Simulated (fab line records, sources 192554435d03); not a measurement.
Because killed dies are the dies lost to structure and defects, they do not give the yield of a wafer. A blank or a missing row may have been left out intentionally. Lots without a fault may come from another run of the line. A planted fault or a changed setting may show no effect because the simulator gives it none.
One fault seen from 2 desks || flow n5Finfet || each desk holds nothing but its own numbers, with what lay behind them at the end

FROM THE METROLOGY DESK
What the gauges read for every lot (on any tool): the sampled wafers with a number, averaged. If a lot's mean is further than 4 standard deviations from the usual mean, the lot is out of limits and carries the mark OUT (the distance appears in the brackets). Readings shown: 7 of its 11, picked as those furthest out on some lot.
Columns: A = DIBL_N at N5_BEOL_M4_RC_MEAS_101, usual 36.8 mV/V; B = DIBL_P at N5_BEOL_M4_RC_MEAS_101, usual 37.1 mV/V; C = IOFF_P at N5_BEOL_M4_RC_MEAS_101, usual 0.23 nA/um; D = ION_P at N5_BEOL_M4_RC_MEAS_101, usual 467 uA/um; E = SS_N at N5_BEOL_M4_RC_MEAS_101, usual 71.7 mV/dec; F = VT_N at N5_BEOL_M4_RC_MEAS_101, usual 248 mV; G = VT_P at N5_BEOL_M4_RC_MEAS_101, usual -249 mV
{"lot": "L479", "first seen here": "day 5 14:57", "A": 36.4, "B": 36.9, "C": 0.25, "D": 482, "E": 71.4, "F": 247, "G": -245}
{"lot": "L482", "first seen here": "day 6 06:04", "A": 36.2, "B": 35.9, "C": 0.20, "D": 460, "E": 71.2, "F": 248, "G": -251}
{"lot": "L483", "first seen here": "day 6 15:58", "A": 32.9, "B": 33.3, "C": 0.19, "D": 466, "E": 70.9, "F": 250, "G": -250}
{"lot": "L485", "first seen here": "day 7 09:19", "A": 37.3, "B": 37.7, "C": 0.21, "D": 450, "E": 71.7, "F": 250, "G": -251}
{"lot": "L486", "first seen here": "day 7 09:49", "A": 37.7, "B": 38.0, "C": 0.30, "D": 475, "E": 72.0, "F": 241, "G": -243}
{"lot": "L487", "first seen here": "day 7 13:58", "A": 38.8, "B": 37.7, "C": 0.23, "D": 458, "E": 72.2, "F": 245, "G": -249}
{"lot": "L488", "first seen here": "day 7 18:25", "A": 38.2, "B": 37.9, "C": 0.25, "D": 475, "E": 71.8, "F": 246, "G": -248}
{"lot": "L490", "first seen here": "day 8 12:29", "A": 36.3, "B": 36.0, "C": 0.20, "D": 465, "E": 71.2, "F": 251, "G": -252}
{"lot": "L494", "first seen here": "day 9 11:42", "A": 36.3, "B": 38.1, "C": 0.22, "D": 465, "E": 72.0, "F": 246, "G": -250}
{"lot": "L499", "first seen here": "day 10 17:56", "A": 36.5, "B": 36.6, "C": 0.22, "D": 471, "E": 70.8, "F": 248, "G": -249}
{"lot": "L501", "first seen here": "day 11 03:58", "A": 36.2, "B": 38.6, "C": 0.22, "D": 466, "E": 71.3, "F": 249, "G": -249}
{"lot": "L502", "first seen here": "day 11 08:44", "A": 37.4, "B": 37.3, "C": 0.23, "D": 468, "E": 71.9, "F": 249, "G": -249}
This desk's verdict: no lot among the 12 shows anything out of limits.

TOOL OWNER'S DESK, rieDiel-01
The tool's own readings at N5_BEOL_M0_SAQP_HM_OPEN_112 (chemistry CHF3/O2, target SiO2, stops on a-Si, target depth 12 nm, time 13.5 s): means of the sampled wafers that have a number, for each lot that ran on this tool. If a lot's mean is further than 4 standard deviations from the usual mean, the lot is out of limits and carries the mark OUT (the distance appears in the brackets). Readings shown: 7 of its 9, picked as those furthest out on some lot.
Columns: A = CHF3_flow_sccm at N5_BEOL_M0_SAQP_HM_OPEN_112, usual 50.03 sccm; B = O2_flow_sccm at N5_BEOL_M0_SAQP_HM_OPEN_112, usual 5.001 sccm; C = chamberPressureMTorr at N5_BEOL_M0_SAQP_HM_OPEN_112, usual 30.001 mTorr; D = mfcArSccm at N5_BEOL_M0_SAQP_HM_OPEN_112, usual 200.0 sccm; E = oesProductAu at N5_BEOL_M0_SAQP_HM_OPEN_112, usual 0.50 a.u.; F = showerheadPlenumPTorr at N5_BEOL_M0_SAQP_HM_OPEN_112, usual 2.41 Torr; G = throttleValvePct at N5_BEOL_M0_SAQP_HM_OPEN_112, usual 18.78 %
{"lot": "L486", "first seen here": "day 7 08:08", "A": 50.17, "B": 5.006, "C": 29.975, "D": 199.8, "E": 0.46, "F": 2.50, "G": 18.95}
{"lot": "L488", "first seen here": "day 7 17:02", "A": 49.72, "B": 4.998, "C": 30.008, "D": 200.2, "E": 0.47, "F": 2.46, "G": 18.93}
{"lot": "L494", "first seen here": "day 9 10:11", "A": 50.04, "B": 5.011, "C": 30.002, "D": 199.4, "E": 0.58, "F": 2.43, "G": 18.60}
{"lot": "L499", "first seen here": "day 10 16:29", "A": 50.20, "B": 5.000, "C": 29.999, "D": 199.6, "E": 0.46, "F": 2.49, "G": 18.99}
{"lot": "L501", "first seen here": "day 11 02:32", "A": 49.99, "B": 4.990, "C": 30.008, "D": 200.1, "E": 0.45, "F": 2.45, "G": 18.98}
This desk's verdict: no lot among the 5 shows anything out of limits.

TAKEN TOGETHER
Metrology desk: nothing out of limits seen.
Nothing out of limits was seen by the tool owner's desk.

WHAT THE SIMULATOR PUT IN
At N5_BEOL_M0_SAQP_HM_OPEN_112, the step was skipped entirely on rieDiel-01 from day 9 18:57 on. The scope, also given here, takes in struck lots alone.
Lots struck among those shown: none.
